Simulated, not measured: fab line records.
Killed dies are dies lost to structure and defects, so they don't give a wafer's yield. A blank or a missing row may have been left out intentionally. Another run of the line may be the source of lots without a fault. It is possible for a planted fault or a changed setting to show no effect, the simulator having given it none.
fab line records / flow n5Finfet / part 2 of 2: steps 18 to 25 of 25
[record] lots = 5 wafers = 15 lastDay = 16
route steps=1938 shown SDB@356 DUMMY_REMOVAL@377
lots that met no fault: taken from a fault-free run of the same line
startH: start of the lot's first displayed wafer, in hours after the record's first day / waitH: hours elapsed since this lot's preceding step / " as in the row above / L1.1+2: several wafers, shown together as one row / - no value present, or no start provided / * or withheld: withheld / < > ~ a bound
route shown NAME@n: NAME is a module with steps in the file, n the number in the route of the first one / usual: average and standard deviation across the fault-free wafers / same: alike in all rows / chamber/n: place in a boat / sites: readings site by site / _std_site: how widely they spread, as a standard deviation / _edge_site: the outer-site mean with the inner-site mean subtracted / radiusMm: for every site, how far away it sits from the centre of the wafer / mask NAME#n: copy n / behind: tool/chamber where the wafer was last shaped / hold: the reason the lot was held/the length of the hold in hours/how it ended / device: the transistor (n, p or np) that didn't switch / end of line: at the end of the route, the tests of the same wafers / a step without rows: its recipe alone / killed: not the wafer's yield, but the dies lost to structure and defects at the first sort / map: dies across one wafer; x = killed, . = not, _ = none there
set.NAME: the setting as run; set.NAME@STEP: as run at that earlier step / model.NAME: the simulator's own value behind a step, which no gauge read
certain route steps with their lots: each step a table, each wafer a row
services: when a tool's chamber went out of use (startH, in hours from the record's first day, below 0 if earlier), for how many hours, and the reason
[[steps]]
[step N5_SDB_ALD_29]
[recipe] material = SiNx targetThkA = 300 tempC = 400 aldPrecursorFamily = SiH2I2 aldCoReactant = N2/H2-plasma pulseTimeS = 1 aldCycles = 600 purgeTimeS = 2 coReactantPurgeTimeS = 2 pressureTorr = 2
[usual] heaterPowerW = 891/110 precursorPulseHeightRel = 1.001/0.021
lot.wafer=L076.4 tool=aldSin-01 chamber=1 startH=82.22 waitH=1.4 heaterPowerW=854 precursorPulseHeightRel=1.011
lot.wafer=L076.5 tool=aldSin-01 chamber=3 startH=82.22 waitH=1.4 heaterPowerW=886 precursorPulseHeightRel=0.999
lot.wafer=L076.6 tool=aldSin-01 chamber=0 startH=82.22 waitH=1.4 heaterPowerW=839 precursorPulseHeightRel=0.969
lot.wafer=L081.1 tool=aldSin-01 chamber=0 startH=109.49 waitH=0.0 heaterPowerW=817 precursorPulseHeightRel=1.011
lot.wafer=L081.5 tool=aldSin-01 chamber=2 startH=110.84 waitH=1.4 heaterPowerW=715 precursorPulseHeightRel=0.997
lot.wafer=L081.6 tool=aldSin-01 chamber=3 startH=110.84 waitH=1.4 heaterPowerW=874 precursorPulseHeightRel=1.014
lot.wafer=L089.2 tool=aldSin-04 chamber=3 startH=157.19 waitH=0.0 heaterPowerW=911 precursorPulseHeightRel=0.998
lot.wafer=L089.4 tool=aldSin-04 chamber=1 startH=157.19 waitH=0.0 heaterPowerW=1098 precursorPulseHeightRel=1.006
lot.wafer=L089.6 tool=aldSin-04 chamber=0 startH=158.54 waitH=1.4 heaterPowerW=867 precursorPulseHeightRel=1.021
lot.wafer=L092.3 tool=aldSin-02 chamber=2 startH=177.71 waitH=0.3 heaterPowerW=918 precursorPulseHeightRel=1.028
lot.wafer=L092.4 tool=aldSin-02 chamber=0 startH=177.71 waitH=0.3 heaterPowerW=890 precursorPulseHeightRel=1.002
lot.wafer=L092.5 tool=aldSin-02 chamber=0 startH=179.06 waitH=1.6 heaterPowerW=893 precursorPulseHeightRel=1.001
lot.wafer=L093.2 tool=aldSin-02 chamber=0 startH=181.26 waitH=0.0 heaterPowerW=890 precursorPulseHeightRel=0.979
lot.wafer=L093.5 tool=aldSin-02 chamber=1 startH=182.61 waitH=1.4 heaterPowerW=838 precursorPulseHeightRel=1.020
lot.wafer=L093.6 tool=aldSin-02 chamber=2 startH=182.61 waitH=1.4 heaterPowerW=945 precursorPulseHeightRel=0.992
[step N5_SDB_CMP_30]
[recipe] stopOn = poly-Si tOverpolishS = 1.54 postCmpClean = alkalineBrush downForcePsi = 4.1491 platenRpm = 51.796 padVelocityMS = 1.0306 targetThkNm = 30
[usual] headPressurePsi = 4.151/0.0096 motorCurrentA = 12.2/1.4 overpolishRunS = 1.540/0.0096 timeToEndpointS = 18.8/2.7
lot.wafer=L076.4 tool=cmp-04 chamber=2 startH=83.64 waitH=0.1 headPressurePsi=4.151 motorCurrentA=9.7 overpolishRunS=1.539 timeToEndpointS=20.1
lot.wafer=L076.5 tool=cmp-04 chamber=1 startH=83.64 waitH=0.1 headPressurePsi=4.142 motorCurrentA=11.5 overpolishRunS=1.534 timeToEndpointS=22.0
lot.wafer=L076.6 tool=cmp-04 chamber=2 startH=83.64 waitH=0.1 headPressurePsi=4.140 motorCurrentA=10.5 overpolishRunS=1.537 timeToEndpointS=17.7
lot.wafer=L081.1 tool=cmp-01 chamber=1 startH=112.30 waitH=1.5 headPressurePsi=4.146 motorCurrentA=12.6 overpolishRunS=1.548 timeToEndpointS=21.6
lot.wafer=L081.5 tool=cmp-01 chamber=3 startH=112.30 waitH=1.5 headPressurePsi=4.142 motorCurrentA=10.1 overpolishRunS=1.536 timeToEndpointS=20.3
lot.wafer=L081.6 tool=cmp-01 chamber=0 startH=112.30 waitH=1.5 headPressurePsi=4.148 motorCurrentA=11.4 overpolishRunS=1.548 timeToEndpointS=18.6
lot.wafer=L089.4 tool=cmp-01 chamber=1 startH=160.01 waitH=1.5 headPressurePsi=4.141 motorCurrentA=12.5 overpolishRunS=1.544 timeToEndpointS=22.2
lot.wafer=L089.2 tool=cmp-01 chamber=3 startH=160.01 waitH=1.5 headPressurePsi=4.151 motorCurrentA=10.3 overpolishRunS=1.541 timeToEndpointS=22.9
lot.wafer=L089.6 tool=cmp-01 chamber=1 startH=160.01 waitH=1.5 headPressurePsi=4.137 motorCurrentA=13.2 overpolishRunS=1.541 timeToEndpointS=20.2
lot.wafer=L092.4 tool=cmp-03 chamber=1 startH=180.52 waitH=1.5 headPressurePsi=4.146 motorCurrentA=13.0 overpolishRunS=1.535 timeToEndpointS=19.5
lot.wafer=L092.3 tool=cmp-03 chamber=2 startH=180.52 waitH=1.5 headPressurePsi=4.158 motorCurrentA=13.5 overpolishRunS=1.557 timeToEndpointS=16.0
lot.wafer=L092.5 tool=cmp-03 chamber=0 startH=180.52 waitH=1.5 headPressurePsi=4.147 motorCurrentA=11.3 overpolishRunS=1.521 timeToEndpointS=15.5
lot.wafer=L093.2 tool=cmp-04 chamber=3 startH=184.07 waitH=1.5 headPressurePsi=4.151 motorCurrentA=12.8 overpolishRunS=1.528 timeToEndpointS=19.6
lot.wafer=L093.6 tool=cmp-04 chamber=1 startH=184.07 waitH=1.5 headPressurePsi=4.152 motorCurrentA=12.2 overpolishRunS=1.544 timeToEndpointS=21.0
lot.wafer=L093.5 tool=cmp-04 chamber=2 startH=184.07 waitH=1.5 headPressurePsi=4.164 motorCurrentA=10.7 overpolishRunS=1.532 timeToEndpointS=18.0
[step N5_SDB_THK_MEAS_31]
[recipe] reads = a-Si_of_DUMMY_GATE_CVD_03
[usual] SDB_THK = 65.1/1.1
lot.wafer=L076.4 tool=filmMetro-01 chamber=- startH=83.90 waitH=- SDB_THK[nm]=65.9
lot.wafer=L076.5 tool=filmMetro-01 chamber=- startH=83.90 waitH=- SDB_THK[nm]=63.4
lot.wafer=L076.6 tool=filmMetro-01 chamber=- startH=83.90 waitH=- SDB_THK[nm]=64.3
lot.wafer=L081.1 tool=filmMetro-01 chamber=- startH=112.52 waitH=- SDB_THK[nm]=65.6
lot.wafer=L081.5 tool=filmMetro-01 chamber=- startH=112.52 waitH=- SDB_THK[nm]=64.7
lot.wafer=L081.6 tool=filmMetro-01 chamber=- startH=112.52 waitH=- SDB_THK[nm]=64.7
lot.wafer=L089.2 tool=filmMetro-02 chamber=- startH=160.31 waitH=- SDB_THK[nm]=65.8
lot.wafer=L089.4 tool=filmMetro-02 chamber=- startH=160.31 waitH=- SDB_THK[nm]=65.5
lot.wafer=L089.6 tool=filmMetro-02 chamber=- startH=160.31 waitH=- SDB_THK[nm]=65.7
lot.wafer=L092.3 tool=filmMetro-02 chamber=- startH=180.74 waitH=- SDB_THK[nm]=65.6
lot.wafer=L092.4 tool=filmMetro-02 chamber=- startH=180.74 waitH=- SDB_THK[nm]=66.0
lot.wafer=L092.5 tool=filmMetro-02 chamber=- startH=180.74 waitH=- SDB_THK[nm]=66.3
lot.wafer=L093.2 tool=filmMetro-01 chamber=- startH=184.29 waitH=- SDB_THK[nm]=65.3
lot.wafer=L093.5 tool=filmMetro-01 chamber=- startH=184.29 waitH=- SDB_THK[nm]=63.6
lot.wafer=L093.6 tool=filmMetro-01 chamber=- startH=184.29 waitH=- SDB_THK[nm]=64.5
[step N5_SDB_INSPECT_36]
[recipe] inspectInstrument = darkfield mode = postCmp
[usual] rawDefectCount = 37/17
lot.wafer=L076.4 tool=defectInspect-02 chamber=- startH=83.93 waitH=0.0 rawDefectCount=41
lot.wafer=L076.5 tool=defectInspect-02 chamber=- startH=83.93 waitH=0.0 rawDefectCount=36
lot.wafer=L076.6 tool=defectInspect-02 chamber=- startH=83.93 waitH=0.0 rawDefectCount=26
lot.wafer=L081.1 tool=defectInspect-01 chamber=- startH=112.54 waitH=0.0 rawDefectCount=17
lot.wafer=L081.5 tool=defectInspect-01 chamber=- startH=112.54 waitH=0.0 rawDefectCount=16
lot.wafer=L081.6 tool=defectInspect-01 chamber=- startH=112.54 waitH=0.0 rawDefectCount=34
lot.wafer=L089.2 tool=defectInspect-02 chamber=- startH=160.33 waitH=0.0 rawDefectCount=27
lot.wafer=L089.4 tool=defectInspect-02 chamber=- startH=160.33 waitH=0.0 rawDefectCount=28
lot.wafer=L089.6 tool=defectInspect-02 chamber=- startH=160.33 waitH=0.0 rawDefectCount=28
lot.wafer=L092.3 tool=defectInspect-02 chamber=- startH=180.77 waitH=0.0 rawDefectCount=14
lot.wafer=L092.4 tool=defectInspect-02 chamber=- startH=180.77 waitH=0.0 rawDefectCount=41
lot.wafer=L092.5 tool=defectInspect-02 chamber=- startH=180.77 waitH=0.0 rawDefectCount=31
lot.wafer=L093.2 tool=defectInspect-02 chamber=- startH=184.31 waitH=0.0 rawDefectCount=67
lot.wafer=L093.5 tool=defectInspect-02 chamber=- startH=184.31 waitH=0.0 rawDefectCount=38
lot.wafer=L093.6 tool=defectInspect-02 chamber=- startH=184.31 waitH=0.0 rawDefectCount=59
[step N5_DUMMY_REMOVAL_HM_STRIP_01]
[recipe] chemistry = CH3F/O2 material = SiNx targetDepthA = 40 stopOn = poly-Si timeS = 6.8 overEtchFrac = 0.3 ionEnergyEv = 60 powerW = 410 biasW = 29 Ar_flow_sccm = 150 CH3F_flow_sccm = 30 O2_flow_sccm = 20
[usual] CH3F_flow_sccm = 29.99/0.098 drypumpMotorCurrentA = 5.7/0.38 oesProductAu = 0.66/0.061 rfVppV = 127.6/1 showerheadPlenumPTorr = 2.02/0.081 throttleValvePct = 16.26/0.25
[same] overEtchFrac = 0.3
lot.wafer=L076.4 tool=rieDiel-04 chamber=1 startH=83.98 waitH=0.1 CH3F_flow_sccm=29.97 drypumpMotorCurrentA=5.5 oesProductAu=0.59 rfHoursCounterH=- rfVppV=127.2 showerheadPlenumPTorr=2.00 throttleValvePct=16.38
lot.wafer=L076.5 tool=rieDiel-04 chamber=0 startH=83.98 waitH=0.1 CH3F_flow_sccm=30.06 drypumpMotorCurrentA=5.6 oesProductAu=0.57 rfHoursCounterH=- rfVppV=127.3 showerheadPlenumPTorr=1.96 throttleValvePct=16.32
lot.wafer=L076.6 tool=rieDiel-04 chamber=2 startH=83.98 waitH=0.1 CH3F_flow_sccm=29.95 drypumpMotorCurrentA=5.4 oesProductAu=0.69 rfHoursCounterH=- rfVppV=125.9 showerheadPlenumPTorr=1.94 throttleValvePct=16.33
lot.wafer=L081.1 tool=rieDiel-02 chamber=0 startH=112.58 waitH=0.0 CH3F_flow_sccm=29.94 drypumpMotorCurrentA=5.1 oesProductAu=0.62 rfHoursCounterH=136 rfVppV=127.5 showerheadPlenumPTorr=2.11 throttleValvePct=16.62
lot.wafer=L081.5 tool=rieDiel-02 chamber=0 startH=112.58 waitH=0.0 CH3F_flow_sccm=29.98 drypumpMotorCurrentA=5.1 oesProductAu=0.62 rfHoursCounterH=- rfVppV=129.6 showerheadPlenumPTorr=2.11 throttleValvePct=16.61
lot.wafer=L081.6 tool=rieDiel-02 chamber=3 startH=112.58 waitH=0.0 CH3F_flow_sccm=30.16 drypumpMotorCurrentA=5.8 oesProductAu=0.70 rfHoursCounterH=- rfVppV=128.7 showerheadPlenumPTorr=2.13 throttleValvePct=15.87
lot.wafer=L089.2 tool=rieDiel-06 chamber=3 startH=160.37 waitH=0.0 CH3F_flow_sccm=30.11 drypumpMotorCurrentA=5.6 oesProductAu=0.63 rfHoursCounterH=154 rfVppV=129.9 showerheadPlenumPTorr=2.07 throttleValvePct=16.22
lot.wafer=L089.4 tool=rieDiel-06 chamber=0 startH=160.37 waitH=0.0 CH3F_flow_sccm=29.87 drypumpMotorCurrentA=5.6 oesProductAu=0.60 rfHoursCounterH=192 rfVppV=127.2 showerheadPlenumPTorr=1.90 throttleValvePct=16.41
lot.wafer=L089.6 tool=rieDiel-06 chamber=0 startH=160.37 waitH=0.0 CH3F_flow_sccm=29.90 drypumpMotorCurrentA=5.6 oesProductAu=0.59 rfHoursCounterH=- rfVppV=126.2 showerheadPlenumPTorr=1.90 throttleValvePct=16.41
lot.wafer=L092.3 tool=rieDiel-06 chamber=2 startH=180.80 waitH=0.0 CH3F_flow_sccm=29.94 drypumpMotorCurrentA=6.0 oesProductAu=0.67 rfHoursCounterH=81 rfVppV=128.3 showerheadPlenumPTorr=2.11 throttleValvePct=16.11
lot.wafer=L092.4 tool=rieDiel-06 chamber=3 startH=180.80 waitH=0.0 CH3F_flow_sccm=29.93 drypumpMotorCurrentA=5.5 oesProductAu=0.62 rfHoursCounterH=161 rfVppV=129.3 showerheadPlenumPTorr=2.07 throttleValvePct=16.24
lot.wafer=L092.5 tool=rieDiel-06 chamber=1 startH=180.80 waitH=0.0 CH3F_flow_sccm=30.05 drypumpMotorCurrentA=6.2 oesProductAu=0.70 rfHoursCounterH=- rfVppV=127.2 showerheadPlenumPTorr=1.95 throttleValvePct=15.98
lot.wafer=L093.2 tool=rieDiel-04 chamber=0 startH=184.35 waitH=0.0 CH3F_flow_sccm=29.89 drypumpMotorCurrentA=5.7 oesProductAu=0.75 rfHoursCounterH=15 rfVppV=126.2 showerheadPlenumPTorr=1.95 throttleValvePct=15.93
lot.wafer=L093.5 tool=rieDiel-04 chamber=3 startH=184.35 waitH=0.0 CH3F_flow_sccm=29.90 drypumpMotorCurrentA=6.0 oesProductAu=0.74 rfHoursCounterH=- rfVppV=127.3 showerheadPlenumPTorr=2.04 throttleValvePct=16.31
lot.wafer=L093.6 tool=rieDiel-04 chamber=2 startH=184.35 waitH=0.0 CH3F_flow_sccm=30.08 drypumpMotorCurrentA=5.4 oesProductAu=0.67 rfHoursCounterH=- rfVppV=126.6 showerheadPlenumPTorr=1.93 throttleValvePct=16.38
[step N5_DUMMY_REMOVAL_STRIP_10]
[recipe] chemistry = N2/H2 timeS = 40 powerW = 100 tempC = 40 pressureMtorr = 100 rfFrequencyHz = 6e+07 biasPowerW = 3 n2FlowSccm = 300 h2FlowSccm = 300
[usual] drypumpMotorCurrentA = 5.7/0.38 h2FlowSccm = 300.0/0.94 n2FlowSccm = 300.0/0.83 oesProductAu = 0.81/0.076 rfVppV = 45.3/0.8 showerheadPlenumPTorr = 3.40/0.13 throttleValvePct = 12.11/0.24
lot.wafer=L076.4 tool=rieDiel-04 chamber=1 startH=84.03 waitH=0.0 drypumpMotorCurrentA=5.5 h2FlowSccm=298.7 n2FlowSccm=300.2 oesProductAu=0.73 rfHoursCounterH=- rfVppV=46.4 showerheadPlenumPTorr=3.34 throttleValvePct=12.19
lot.wafer=L076.5 tool=rieDiel-04 chamber=0 startH=84.03 waitH=0.0 drypumpMotorCurrentA=5.6 h2FlowSccm=300.5 n2FlowSccm=299.1 oesProductAu=0.68 rfHoursCounterH=- rfVppV=45.3 showerheadPlenumPTorr=3.33 throttleValvePct=12.36
lot.wafer=L076.6 tool=rieDiel-04 chamber=2 startH=84.03 waitH=0.0 drypumpMotorCurrentA=5.3 h2FlowSccm=299.7 n2FlowSccm=301.0 oesProductAu=0.85 rfHoursCounterH=- rfVppV=44.5 showerheadPlenumPTorr=3.27 throttleValvePct=12.20
lot.wafer=L081.1 tool=rieDiel-02 chamber=0 startH=112.61 waitH=0.0 drypumpMotorCurrentA=5.1 h2FlowSccm=300.6 n2FlowSccm=300.7 oesProductAu=0.78 rfHoursCounterH=136 rfVppV=45.8 showerheadPlenumPTorr=3.53 throttleValvePct=12.30
lot.wafer=L081.5 tool=rieDiel-02 chamber=0 startH=112.61 waitH=0.0 drypumpMotorCurrentA=5.1 h2FlowSccm=299.7 n2FlowSccm=299.7 oesProductAu=0.78 rfHoursCounterH=- rfVppV=44.8 showerheadPlenumPTorr=3.53 throttleValvePct=12.30
lot.wafer=L081.6 tool=rieDiel-02 chamber=3 startH=112.61 waitH=0.0 drypumpMotorCurrentA=5.9 h2FlowSccm=299.4 n2FlowSccm=300.6 oesProductAu=0.86 rfHoursCounterH=- rfVppV=44.0 showerheadPlenumPTorr=3.56 throttleValvePct=11.61
lot.wafer=L089.2 tool=rieDiel-06 chamber=3 startH=160.40 waitH=0.0 drypumpMotorCurrentA=5.6 h2FlowSccm=298.4 n2FlowSccm=300.1 oesProductAu=0.76 rfHoursCounterH=154 rfVppV=45.3 showerheadPlenumPTorr=3.51 throttleValvePct=12.18
lot.wafer=L089.4 tool=rieDiel-06 chamber=0 startH=160.40 waitH=0.0 drypumpMotorCurrentA=5.7 h2FlowSccm=300.7 n2FlowSccm=300.2 oesProductAu=0.72 rfHoursCounterH=192 rfVppV=46.2 showerheadPlenumPTorr=3.22 throttleValvePct=12.33
lot.wafer=L089.6 tool=rieDiel-06 chamber=0 startH=160.40 waitH=0.0 drypumpMotorCurrentA=5.6 h2FlowSccm=301.8 n2FlowSccm=299.3 oesProductAu=0.72 rfHoursCounterH=- rfVppV=45.3 showerheadPlenumPTorr=3.22 throttleValvePct=12.32
lot.wafer=L092.3 tool=rieDiel-06 chamber=2 startH=180.83 waitH=0.0 drypumpMotorCurrentA=6.0 h2FlowSccm=299.4 n2FlowSccm=300.6 oesProductAu=0.82 rfHoursCounterH=81 rfVppV=44.9 showerheadPlenumPTorr=3.53 throttleValvePct=11.83
lot.wafer=L092.4 tool=rieDiel-06 chamber=3 startH=180.83 waitH=0.0 drypumpMotorCurrentA=5.6 h2FlowSccm=301.9 n2FlowSccm=299.8 oesProductAu=0.76 rfHoursCounterH=161 rfVppV=46.4 showerheadPlenumPTorr=3.50 throttleValvePct=12.17
lot.wafer=L092.5 tool=rieDiel-06 chamber=1 startH=180.83 waitH=0.0 drypumpMotorCurrentA=6.2 h2FlowSccm=299.6 n2FlowSccm=300.0 oesProductAu=0.85 rfHoursCounterH=- rfVppV=44.8 showerheadPlenumPTorr=3.32 throttleValvePct=11.89
lot.wafer=L093.2 tool=rieDiel-04 chamber=0 startH=184.38 waitH=0.0 drypumpMotorCurrentA=5.6 h2FlowSccm=301.1 n2FlowSccm=300.5 oesProductAu=0.92 rfHoursCounterH=15 rfVppV=46.4 showerheadPlenumPTorr=3.31 throttleValvePct=11.81
lot.wafer=L093.5 tool=rieDiel-04 chamber=3 startH=184.38 waitH=0.0 drypumpMotorCurrentA=6.0 h2FlowSccm=300.0 n2FlowSccm=299.0 oesProductAu=0.89 rfHoursCounterH=- rfVppV=46.4 showerheadPlenumPTorr=3.42 throttleValvePct=12.11
lot.wafer=L093.6 tool=rieDiel-04 chamber=2 startH=184.38 waitH=0.0 drypumpMotorCurrentA=5.4 h2FlowSccm=300.5 n2FlowSccm=298.4 oesProductAu=0.82 rfHoursCounterH=- rfVppV=45.5 showerheadPlenumPTorr=3.26 throttleValvePct=12.28
[step N5_DUMMY_REMOVAL_PRECLEAN_07]
[recipe] chemistry = dHF timeS = 30 tempC = 25 dilution = withheld
lot.wafer=L076.4+5+6 tool=wetBench-02 chamber=2,0,1 startH=84.09 waitH=0.0
lot.wafer=L081.1+5+6 tool=wetBench-01 chamber=5,2,1 startH=112.71 waitH=0.1
lot.wafer=L089.2+4+6 tool=wetBench-01 chamber=5,3,4 startH=160.50 waitH=0.1
lot.wafer=L092.3+4+5 tool=wetBench-05 chamber=0,7,4 startH=180.93 waitH=0.1
lot.wafer=L093.2+5+6 tool=wetBench-01 chamber=3,4,5 startH=184.48 waitH=0.1
[step N5_DUMMY_REMOVAL_DUMMY_REMOVE_02]
[recipe] chemistry = TMAH tempC = 70 target = poly-Si stopOn = SiO2 targetDepthNm = 142 concWtPct = 5 timeS = 57 dry = ipaMarangoni rinseTimeS = 30 rinseTempC = 23
lot.wafer=L076.4+5+6 tool=wetBench-02 chamber=2,0,1 startH=84.10 waitH=0.0
lot.wafer=L081.1+5+6 tool=wetBench-01 chamber=5,2,1 startH=112.73 waitH=0.0
lot.wafer=L089.2+4+6 tool=wetBench-01 chamber=5,3,4 startH=160.52 waitH=0.0
lot.wafer=L092.3+4+5 tool=wetBench-05 chamber=0,7,4 startH=180.94 waitH=0.0
lot.wafer=L093.2+5+6 tool=wetBench-01 chamber=3,4,5 startH=184.49 waitH=0.0
[[services]]
tool=cmp-04 chamber=- startH=55.86 hours=5.2 kind=pm
tool=aldSin-02 chamber=1 startH=56.56 hours=12.0 kind=repair
tool=rieSi-06 chamber=3 startH=63.20 hours=9.4 kind=repair
tool=aldSin-01 chamber=3 startH=63.34 hours=11.1 kind=repair
tool=cmp-04 chamber=- startH=64.14 hours=1.5 kind=repair
tool=aldSin-02 chamber=- startH=69.06 hours=6.0 kind=pm
tool=wetBench-04 chamber=- startH=70.00 hours=2.1 kind=repair
tool=cmp-01 chamber=- startH=77.15 hours=2.2 kind=repair
tool=rieDiel-05 chamber=0 startH=77.23 hours=7.1 kind=repair
tool=rieDiel-02 chamber=1 startH=80.37 hours=7.8 kind=repair
tool=rieDiel-02 chamber=0 startH=80.68 hours=14.0 kind=repair
tool=aldSin-02 chamber=- startH=88.84 hours=0.5 kind=repair
tool=rieDiel-01 chamber=1 startH=94.09 hours=2.9 kind=repair
tool=rieDiel-04 chamber=2 startH=97.38 hours=9.7 kind=repair
tool=wetBench-02 chamber=- startH=101.00 hours=2.9 kind=repair
tool=rieSi-06 chamber=2 startH=119.39 hours=14.2 kind=repair
tool=aldSin-01 chamber=2 startH=121.58 hours=1.6 kind=repair
tool=rieDiel-05 chamber=0 startH=122.16 hours=10.0 kind=repair
tool=rieDiel-03 chamber=- startH=128.90 hours=15.6 kind=pm
tool=rieSi-02 chamber=1 startH=129.06 hours=2.3 kind=repair
tool=rieDiel-04 chamber=3 startH=146.43 hours=9.5 kind=repair
tool=rieDiel-03 chamber=0 startH=168.28 hours=7.7 kind=repair
tool=rieDiel-01 chamber=- startH=178.16 hours=0.7 kind=repair
tool=rieDiel-06 chamber=1 startH=181.26 hours=7.0 kind=repair
